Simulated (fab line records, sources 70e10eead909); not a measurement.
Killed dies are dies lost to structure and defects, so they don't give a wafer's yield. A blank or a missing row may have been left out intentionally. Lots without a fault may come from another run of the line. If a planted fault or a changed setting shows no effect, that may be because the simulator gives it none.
Matching of chambers ; flow nand_harc ; pecvd-03 running NHARC_A_STAIRCASE_DEP_259: 3 sister chambers
The step deposits SiON, target thk 30 nm. 16 wafers are shown with their chamber, then 8 later ones without.

WAFERS, EACH WITH ITS CHAMBER
wafer;chamber;heater_power_w (W)
L076.1;0;546
L076.2;1;837
L076.5;2;710
L075.2;0;613
L075.3;1;955
L075.6;0;608
L079.1;2;659
L079.4;0;628
L079.6;2;677
L084.2;2;736
L084.3;0;653
L084.6;1;986
L088.2;0;627
L088.5;1;1009
L088.6;2;683
L090.1;0;569

SIGNATURES, as means of the wafers listed above
reading;chamber 0;chamber 1;chamber 2;scatter within a chamber
heater_power_w;606.29;946.75;693.00;47.5
Rule: a wafer's distance from a chamber is the root of the sum, over the readings, of the square of ((its reading less the chamber's mean) divided by the reading's scatter). If the next closest chamber is less than 2 further off than the closest, the wafer can't be placed; otherwise it belongs to the closest. The scatter: the root of (the sum of the squares of (reading less its chamber's mean) over the shown wafers, divided by (wafers less chambers)).

WAFERS WITH NO CHAMBER GIVEN
wafer;heater_power_w (W)
L090.2;987
L090.4;997
L093.1;549
L093.2;726
L093.3;870
L097.1;544
L097.2;949
L097.3;695

EACH ONE'S CHAMBER
wafer;from the rows above;in truth
L090.2;1;1
L090.4;1;1
L093.1;can't be placed: 0 or 2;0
L093.2;can't be placed: 2 or 0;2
L093.3;1;1
L097.1;can't be placed: 0 or 2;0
L097.2;1;1
L097.3;can't be placed: 2 or 0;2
Placed correctly: 4 of 8. These rows do not allow placing 4 (true chamber among the candidates in 4). Wrongly placed: 0.
